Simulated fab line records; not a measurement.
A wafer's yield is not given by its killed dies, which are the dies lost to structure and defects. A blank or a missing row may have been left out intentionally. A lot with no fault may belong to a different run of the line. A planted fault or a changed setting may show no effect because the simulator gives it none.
Which tool did it? | flow n5-finfet | 12 lots, 36 wafers sampled, at 1 step of a route of 1938

## WHAT THE GAUGES SHOWED, per wafer
N5_BEOL_M14_CD_MEAS_10: the cd target is 250 nm.
lot  | measured     | on        | cd-nm (nm)
L075 | day 11 08:07 | cd-sem-01 | 251.2 251.7 250.5
L078 | day 11 10:26 | cd-sem-03 | 249.4 248.0 249.2
L079 | day 12 02:35 | cd-sem-03 | 250.8 250.2 250.7
L082 | day 12 13:41 | cd-sem-01 | 250.1 249.7 249.2
L083 | day 12 23:29 | cd-sem-03 | 251.1 250.2 250.0
L084 | day 13 18:26 | cd-sem-01 | 251.2 250.8 249.3
L086 | day 14 11:55 | cd-sem-03 | 252.0 250.9 250.2
L090 | day 14 13:27 | cd-sem-03 | 251.3 248.4 250.3
L091 | day 15 05:40 | cd-sem-01 | 248.7 249.3 249.3
L094 | day 15 17:08 | cd-sem-03 | 249.1 249.3 249.8
L095 | day 16 03:01 | cd-sem-01 | 250.6 250.3 249.3
L097 | day 16 23:35 | cd-sem-01 | 249.7 250.7 250.7

## WHAT TOOL EACH LOT RAN ON (gives the tool, then ch and the chambers of the sampled wafers, and finally the start)
Before these readings, the record contains no process step.

## THE ANSWER, worked out from the rows above alone
Rule: the usual values come from the lots themselves. The widest of any qualifying gaps counts: lots, ordered by their means at a reading, are off when they make up no more than a third of the lots, leave a main group of 4 or more, and stand apart from it by 3 or more times the standard deviation of that group's means. A main group is skipped when, at the precision printed for the reading in the tables above, its means are all equal. Also off: a lot with no number at a reading for which 4 or more lots have one. The other lots that the step has rows for count as sound.
Nothing can be told from this: no lot is off at any reading shown.

## WHAT WAS PUT IN BY THE SIMULATOR
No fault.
